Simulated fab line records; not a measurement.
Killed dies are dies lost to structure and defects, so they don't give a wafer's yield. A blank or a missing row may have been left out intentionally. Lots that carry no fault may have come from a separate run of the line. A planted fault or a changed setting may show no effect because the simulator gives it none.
Comparing a struck lot with a sound one / flow nandHarc / 42 steps out of a route of 1159
Sound: the wafers L355.1, L355.3, L355.4. Struck: wafer L360.1. (L360.2, L360.5 of the same lot were not struck and are left out.) The cause comes at the end.
For every step that has rows: the tool of each side, followed by ch and its chambers, followed by its first start. Under that, the readings that differ: sound wafers / struck wafers / difference of the means / sigmas: that difference in standard deviations of wafers without a fault.
alike: same words and numbers on both sides, and readings whose means sit less than 2 such deviations apart. not compared: any withheld reading, any reading some wafer has no value for, any bound like >300 that may hide the same value, and any number with overlapping values for which the record gives no deviation.
A row with sigmas, a row that says differs or no value, or rows on one side alone: a step with any of these is where the two part. Numbers that have no deviation but don't overlap get no sigmas and don't part them. Lack of a reading on every wafer of one side parts them only where that side has two or more wafers.

first, 8 steps without rows for these wafers: NHARC_P_GATE_DEHYDRATE_51 (time 120 s); NHARC_P_GATE_HMDS_52 (time 30 s); NHARC_P_GATE_COAT_53; NHARC_P_GATE_SOFTBAKE_54 (time 95 s); NHARC_P_GATE_EBR_55; NHARC_P_GATE_EXPOSE_56 (exposes mask P PSD, target cd 720 nm); NHARC_P_GATE_PEB_57 (peb time 85 s); NHARC_P_GATE_DEVELOP_58 (time 70 s).
NHARC_P_GATE_CD_MEAS_59: the cd target is 720 nm.
  sound on cdSem-01 ch 0, day 7 01:05; struck on cdSem-02 ch 0, day 8 17:49
  alike: cdNm
then, 3 steps without rows for these wafers: NHARC_P_GATE_HARDBAKE_60 (time 80 s); NHARC_P_GATE_DESCUM_61 (chemistry O2, time 3 s); NHARC_P_GATE_IMPLANT_62.
NHARC_P_GATE_STRIP_112: strips in N2/H2, time 200 s.
  sound on plasmaAsher-01 ch 0,1, day 7 01:40; struck on plasmaAsher-01 ch 1, day 8 18:35
  alike: drypumpMotorCurrentA, heaterPowerW
  not compared: rfHoursCounterH
then, 10 steps without rows for these wafers: NHARC_P_GATE_STRIP_76 (strips in O2); NHARC_P_GATE_STRIP_63 (strips in SPM, time 900 s); NHARC_P_GATE_DEHYDRATE_83 (time 120 s); NHARC_P_GATE_HMDS_84 (time 30 s); NHARC_P_GATE_COAT_85; NHARC_P_GATE_SOFTBAKE_86 (time 95 s); NHARC_P_GATE_EBR_87; NHARC_P_GATE_EXPOSE_88 (exposes mask P HVN, target cd 2000 nm); NHARC_P_GATE_PEB_89 (peb time 85 s); NHARC_P_GATE_DEVELOP_90 (time 70 s).
NHARC_P_GATE_CD_MEAS_91: the cd target is 2000 nm.
  sound on cdSem-02 ch 0, day 7 02:49; struck on cdSem-01 ch 0, day 8 19:38
  alike: cdNm
then, 1 step without rows for these wafers: NHARC_P_GATE_HARDBAKE_92 (time 80 s).
NHARC_P_GATE_DESCUM_93: chemistry O2, time 3 s.
  sound on rieDiel-11 ch 1,2,3, day 7 02:59; struck on rieDiel-11 ch 2, day 8 19:49
reading=rfHoursCounterH (h); sound=45 47 45; struck=60; difference=+14; sigmas=
  alike: drypumpMotorCurrentA, oesProductAu, rfVppV, showerheadPlenumPTorr, throttleValvePct
then, 2 steps without rows for these wafers: NHARC_P_GATE_IMPLANT_94; NHARC_P_GATE_STRIP_113 (strips in N2/H2, time 740 s).
NHARC_P_GATE_STRIP_95: strips in O2.
  sound on plasmaAsher-02 ch 0,1, day 7 04:05; struck on plasmaAsher-01 ch 0, day 8 21:10
reading=heaterPowerW (W); sound=371 375 340; struck=266; difference=-96; sigmas=-2
  alike: drypumpMotorCurrentA
  not compared: rfHoursCounterH
then, 1 step without rows for these wafers: NHARC_P_GATE_STRIP_96 (strips in SPM, time 900 s).
NHARC_P_GATE_RTA_64: time 1 s.
  sound on rtpAnneal-02 ch 0, day 7 04:38; struck on rtpAnneal-02 ch 0, day 8 21:44
  alike: lampPowerPct, lamp_zone_7_pct, wafer_temp_C_max
then, 5 steps without rows for these wafers: NHARC_P_GATE_ETCH_77 (etches SiO2 in dHF, target depth 6 nm); NHARC_P_GATE_DEGAS_109 (time 60 s); NHARC_P_GATE_PRE_CLEAN_110 (time 30 s); NHARC_P_GATE_SPUTTER_78 (material Ni, target thk 10 nm); NHARC_P_GATE_SPUTTER_79 (material TiN, target thk 10 nm).
NHARC_P_GATE_RTA_80: time 30 s.
  sound on rtpAnneal-01 ch 0, day 7 05:23; struck on rtpAnneal-02 ch 0, day 8 22:20
reading=lampPowerPct (%); sound=2.26 2.26 2.26; struck=2.07; difference=-0.19; sigmas=-2
reading=lamp_zone_7_pct (%); sound=2.37 2.37 2.37; struck=2.17; difference=-0.20; sigmas=-2
  alike: wafer_temp_C_max
then, 1 step without rows for these wafers: NHARC_P_GATE_STRIP_67 (strips in SPM, time 600 s).
NHARC_P_GATE_RTA_82: time 30 s.
  sound on rtpAnneal-02 ch 0, day 7 05:53; struck on rtpAnneal-01 ch 0, day 8 22:47
reading=lampPowerPct (%); sound=4.08 4.07 4.08; struck=4.44; difference=+0.36; sigmas=+2
  alike: lamp_zone_7_pct, wafer_temp_C_max
NHARC_P_GATE_INSPECT_68:
  sound on defectInspect-02 at day 7 06:05; struck on defectInspect-01 at day 8 22:59
reading=rawDefectCount; sound=201 205 306; struck=1033; difference=+796; sigmas=+10
then, 1 step without rows for these wafers: NHARC_P_CONTACT_DEP_30 (deposits SiNx, target thk 30 nm).
-- jump in the record: it breaks off in module P_CONTACT and resumes in module END (first step shown: number 1159 of the route), and 14 days separate the struck wafers' starts before and after --
NHARC_END_SORT_01:
  only the struck wafers appear in the record here, on prober-02 ch 0 at day 22 20:29; the sound ones have no rows

== WHERE THEY PART ==
Earliest at NHARC_P_GATE_STRIP_95; latest, in this record, at NHARC_END_SORT_01.

WHY: what had been put in by the simulator
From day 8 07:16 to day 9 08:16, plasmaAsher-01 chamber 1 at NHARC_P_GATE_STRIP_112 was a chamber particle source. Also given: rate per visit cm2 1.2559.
